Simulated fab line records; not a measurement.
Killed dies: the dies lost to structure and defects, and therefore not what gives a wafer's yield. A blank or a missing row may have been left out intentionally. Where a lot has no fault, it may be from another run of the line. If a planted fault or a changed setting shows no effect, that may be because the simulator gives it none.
Struck lot and sound lot, side by side | flow n5-finfet | 42 out of 1938 route steps
Sound: these wafers, L309.2, L309.4, L309.5. Struck: wafers L297.4, L297.6 (left out: L297.2, a lot-mate that was not struck); the cause follows at the end.
Order at every step that has rows: each side's tool, ch and its chambers, its first start. Under that, the readings that differ: sound wafers | struck wafers | difference of the means | sigmas: that difference in standard deviations of wafers without a fault.
alike: a reading whose means differ by less than 2 such deviations, as well as words and numbers matching on both sides. not compared: withheld readings; readings where some wafer has no value; bounds like >300 that might hide an equal value; numbers whose values overlap and for which the record gives no deviation.
The two part at a step that has a row with sigmas, a row that says differs or no value, or rows on one side only. When numbers do not overlap yet have no deviation, they are printed without sigmas and do not part them. Lack of a reading on every wafer of one side parts them only where that side has two or more wafers.

first, 12 steps without rows for these wafers: N5_SD_EPI_N_STRIP_36 (strips in N2/H2); N5_SD_EPI_N_ETCHBACK_44 (etches SiNx in CH3F/O2, stops on SiO2, target depth 14.5 nm); N5_SD_EPI_N_ETCH_45 (etches SiOCN in CH3F/O2, target depth 6 nm); N5_SD_EPI_N_ETCH_16 (etches SiO2 in CHF3/O2, target depth 5 nm); N5_SD_EPI_N_STRIP_47 (strips in CHF3/O2); N5_SD_EPI_N_SD_RECESS_17 (chemistry HBr/Cl2/O2, target depth 41 nm, time 23.7 s, bt time 3 s); N5_SD_EPI_N_STRIP_38 (strips in N2/H2); N5_SD_EPI_N_WET_ETCH_43 (etches SiO2 in dHF, time 14 s, target depth 1.5 nm); N5_SD_EPI_N_STRIP_18 (strips in SPM, time 750 s); N5_SD_EPI_N_SRD_20 (time 30 s); N5_SD_EPI_N_PRECLEAN_48 (cleans in NF3:NH3, afs cycles 2, time 20 s, sublimation time 60 s); N5_SD_EPI_N_VAPOR_ETCH_50 (etches Si in HCl, time 54 s).
N5_SD_EPI_N_EPI_21: deposits Si:P, time 690 s.
  sound on epi-rpcvd-02 ch 0, day 8 09:13; struck on epi-rpcvd-01 ch 0, day 5 09:22
  reading                                   | sound             | struck    | difference                    | sigmas
  susceptor_temp_C_max                      | 682.4 682.1 681.2 | - -       | no value on the struck wafers |
  model.Si-P_of_SD_EPI_N_EPI_21.thk-nm (nm) | 58.6 58.6 58.8    | 55.6 54.6 | -3.6                          |
N5_SD_EPI_N_EPI_MEAS_23:
  sound: film-metro-02 at day 8 11:07; struck: film-metro-02 at day 5 11:16
  reading     | sound          | struck    | difference | sigmas
  thk-nm (nm) | 58.2 58.4 59.8 | 55.3 53.9 | -4.2       | -3
then, 24 steps without rows for these wafers: N5_SD_EPI_N_PRECLEAN_24 (cleans in O3/DIW, time 60 s); N5_SD_EPI_N_SRD_25 (time 30 s); N5_SD_EPI_N_PRECLEAN_49 (cleans in NF3:NH3, afs cycles 1, time 20 s, sublimation time 60 s); N5_SD_EPI_N_LINER_46 (material SiNx, target thk 3 nm); N5_SD_EPI_P_COAT_34 (time 60 s, resist thk 350 nm); N5_SD_EPI_P_COAT_35 (time 60 s, resist thk 35 nm); N5_SD_EPI_P_COAT_03 (resist thk 150 nm); N5_SD_EPI_P_EBR_05; N5_SD_EPI_P_SOFTBAKE_04 (time 60 s); N5_SD_EPI_P_EXPOSE_06 (exposes mask SD P BLK, target cd 240 nm); N5_SD_EPI_P_PEB_07 (peb time 60 s); N5_SD_EPI_P_DEVELOP_08 (develop time 30 s); N5_SD_EPI_P_DESCUM_14 (chemistry O2, time 7.9 s); N5_SD_EPI_P_ETCH_36 (etches SiARC in CF4, target depth 45.5 nm, time 75.8 s); N5_SD_EPI_P_ETCH_37 (etches SOC in N2/H2, overetch 108 nm, time 486 s); N5_SD_EPI_P_STRIP_38 (strips in N2/H2); N5_SD_EPI_P_ETCHBACK_46 (etches SiNx in CH3F/O2, stops on SiO2, target depth 17.5 nm); N5_SD_EPI_P_ETCH_47 (etches SiOCN in CH3F/O2, target depth 25 nm); N5_SD_EPI_P_ETCH_16 (etches SiO2 in CHF3/O2, target depth 5 nm); N5_SD_EPI_P_STRIP_50 (strips in CHF3/O2); N5_SD_EPI_P_SD_RECESS_17 (chemistry HBr/Cl2/O2, target depth 39.1 nm, bt time 3 s); N5_SD_EPI_P_WET_ETCH_45 (etches SiO2 in dHF, time 10.7 s, target depth 2 nm, rinse time 30 s); N5_SD_EPI_P_STRIP_40 (strips in N2/H2); N5_SD_EPI_P_PRECLEAN_52 (cleans in O3/DIW, time 60 s).
N5_SD_EPI_P_PRECLEAN_24: cleans in O3/DIW, time 45 s.
  sound on wet-bench-06 ch 0,2,7, day 8 17:21; struck on wet-bench-02 ch 4,7, day 5 16:48
  reading                                   | sound          | struck    | difference | sigmas
  model.Si-P_of_SD_EPI_N_EPI_21.thk-nm (nm) | 57.8 57.8 57.8 | 54.8 53.8 | -3.5       |
N5_SD_ACTIVATION_RS_MEAS_03: a four-point-probe measurement.
  sound: film-metro-01 at day 8 17:52; struck: film-metro-02 at day 5 17:20
  reading          | sound             | struck      | difference | sigmas
  RS_SD_N (ohm/sq) | 21.80 21.85 22.13 | 23.46 23.74 | +1.67      | +6
  alike: RS_SD_P
-- a jump in the record: the struck wafers' starts before and after are 4 days apart (it breaks off in module SD_ACTIVATION and resumes in module BEOL_M4, where the first step shown is number 1111 of the route) --
N5_BEOL_M4_RC_MEAS_101:
  sound on prober-02 ch 0, day 13 14:44; struck on prober-02 ch 0, day 10 03:08
  reading          | sound          | struck    | difference | sigmas
  RS_SD_N (ohm/sq) | 28.4 28.3 28.3 | 30.1 30.8 | +2.1       | +6
  SS_P (mV/dec)    | 72.3 72.8 72.1 | 74.4 73.6 | +1.6       | +3
  alike: DIBL_N, DIBL_P, IOFF_N, IOFF_P, ION_N, ION_P, SS_N, VT_N, VT_P
N5_PASSIVATION_PROBE_49:
  the record holds rows for the sound wafers here (prober-02, day 18 15:37) but none for the struck ones

WHERE THEY PART
First at N5_SD_EPI_N_EPI_21; last, within this record, at N5_PASSIVATION_PROBE_49.

WHY: the cause the simulator had injected
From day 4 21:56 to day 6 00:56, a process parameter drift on epi-rpcvd-01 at N5_SD_EPI_N_EPI_21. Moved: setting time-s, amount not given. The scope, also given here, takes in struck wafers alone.
